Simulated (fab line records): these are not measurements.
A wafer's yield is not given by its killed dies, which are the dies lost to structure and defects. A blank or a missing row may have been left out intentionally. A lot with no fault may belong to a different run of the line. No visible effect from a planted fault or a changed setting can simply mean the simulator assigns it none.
What tool caused it? -- flow n5Finfet -- 36 wafers sampled from 12 lots at 1 step of a route of 1938

== WHAT THE GAUGES READ, wafer by wafer ==
N5_SDB_INSPECT_13: inspects for defects (brightfield).
lot,measured,on,rawDefectCount
L075,day 3 21:40,defectInspect-02,110 54 118
L077,day 4 13:37,defectInspect-02,63 48 103
L079,day 4 23:16,defectInspect-01,63 91 35
L081,day 5 12:41,defectInspect-02,136 110 155
L083,day 6 01:20,defectInspect-02,121 103 125
L085,day 6 13:25,defectInspect-01,67 66 123
L087,day 6 22:38,defectInspect-02,98 94 54
L089,day 7 12:39,defectInspect-02,63 55 29
L091,day 8 01:51,defectInspect-02,72 104 85
L093,day 8 10:37,defectInspect-01,65 59 36
L095,day 8 23:16,defectInspect-02,67 151 85
L097,day 9 10:33,defectInspect-01,49 58 47

== WHICH TOOL RAN EACH LOT (tool, then ch and the chambers of the sampled wafers, then the start) ==
Record: no process step prior to these readings.

== THE ANSWER, worked out from the rows above alone ==
Rule: the lots themselves supply what counts as usual. The widest of any qualifying gaps counts: lots, ordered by their means at a reading, are off when they make up no more than a third of the lots, leave a main group of 4 or more, and stand apart from it by 3 or more times the standard deviation of that group's means. The tables above print the reading to a certain number of digits; a main group whose means all agree to those digits is not used. Also off: a lot with no number at a reading for which 4 or more lots have one. All remaining lots with rows at the step are treated as sound.
Nothing can be told from this: no lot is off at any reading shown.

== WHAT THE SIMULATOR HAD INSERTED ==
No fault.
